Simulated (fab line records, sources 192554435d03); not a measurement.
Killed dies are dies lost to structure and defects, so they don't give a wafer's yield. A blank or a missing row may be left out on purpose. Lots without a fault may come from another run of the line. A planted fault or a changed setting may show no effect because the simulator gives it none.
A struck lot beside a sound one | flow n5_finfet | 14 steps out of a route of 1938
Sound: wafers L746.1, L746.2, L746.6. Struck: wafers L748.4, L748.5, L748.6. The cause comes at the end.
At each step with rows: each side's tool, then ch and its chambers, then its first start. Under that, the readings that differ: sound wafers | struck wafers | difference of the means | sigmas: that difference in standard deviations of wafers without a fault.
alike: readings whose means differ by less than 2 such deviations, and words and numbers that are the same on both sides. not compared: withheld readings, readings that some wafer has no value for, bounds like >300 that may hide the same value, and numbers for which the record gives no deviation and whose values overlap.
The two part at a step that has a row with sigmas, a row that says differs or no value, or rows on one side only. Numbers that don't overlap but have no deviation are shown without sigmas and don't part them. A reading that every wafer of one side lacks parts them only if that side has two wafers or more.

first, 9 steps without rows for these wafers: N5_BEOL_M0_CUTY_DESCUM_61 (chemistry O2, time 7.9 s); N5_BEOL_M0_CUTY_ETCH_62 (etches SiARC in CF4, time 58.5 s); N5_BEOL_M0_CUTY_ETCH_63 (etches SOC in N2/H2, target depth 82.7 nm, overetch 16.5 nm, time 124 s); N5_BEOL_M0_CUTY_STRIP_64 (strips in N2/H2); N5_BEOL_M0_ETCH_138 (etches SiCN in CH3F/O2, target depth 12 nm, time 31.6 s); N5_BEOL_M0_HM_OPEN_105 (chemistry Cl2/BCl3, target TiN, target depth 12 nm); N5_BEOL_M0_STRIP_140 (strips in CF4); N5_BEOL_M0_STRIP_104 (strips in N2/H2); N5_BEOL_M0_WET_ETCH_106 (etches SiO2 in DHF, target depth 130 nm, rinse time 30 s).
N5_BEOL_M0_ETCH_128: etches SiCN in CF4/N2, target depth 12 nm, overetch 5.1 nm, time 21.4 s.
  sound on rie_diel-06 ch 1,3, day 8 22:14; struck on rie_diel-05 ch 0,1,2, day 9 06:17
  no value came back on the struck wafers for any of 7 readings (bias_w (W), cf4_flow_sccm (sccm) and others); on the sound wafers bias_w (W) reads 70.08 70.14 69.98
  reading                                         | sound        | struck       | difference | sigmas
  model.SiCN_of_BEOL_M0_SAQP_PECVD_03.thk_nm (nm) | 0 0 0        | 8.6 8.6 9    | +8.7       |
  model.TiN_of_BEOL_M0_SAQP_HM_DEP_02.thk_nm (nm) | 11 10.8 11.2 | 12.2 11.8 12 | +1.0       |
  not compared: rf_hours_counter_h
N5_BEOL_M0_TRENCH_ETCH_107: etches SiOC in C4F6/O2, target depth 32.8 nm, time 16.4 s.
  sound on rie_diel-06 ch 1,3, day 8 22:16; struck on rie_diel-05 ch 0,1,2, day 9 06:19
  reading                                         | sound       | struck         | difference | sigmas
  model.TiN_of_BEOL_M0_SAQP_HM_DEP_02.thk_nm (nm) | 9.6 9.6 9.8 | 10.8 10.6 10.8 | +1.1       |
  alike: C4F6_flow_sccm, O2_flow_sccm, drypump_motor_current_A, oes_f_703_au, oes_o_777_au, oes_product_au, rf_vpp_V, showerhead_plenum_p_Torr, throttle_valve_pct
  not compared: rf_hours_counter_h
then, 1 step without rows for these wafers: N5_BEOL_M0_STRIP_142 (strips in N2/H2, time 10 s).
N5_BEOL_M4_RC_MEAS_101:
  the record has rows for the sound wafers here (prober-01 ch 0, day 11 11:22) and none for the struck ones
N5_PASSIVATION_PROBE_49:
  the record has rows for the sound wafers here (prober-01, day 15 11:47) and none for the struck ones

WHERE THEY PART
First at N5_BEOL_M0_ETCH_128; last, within this record, at N5_PASSIVATION_PROBE_49.

WHY: what the simulator had put in
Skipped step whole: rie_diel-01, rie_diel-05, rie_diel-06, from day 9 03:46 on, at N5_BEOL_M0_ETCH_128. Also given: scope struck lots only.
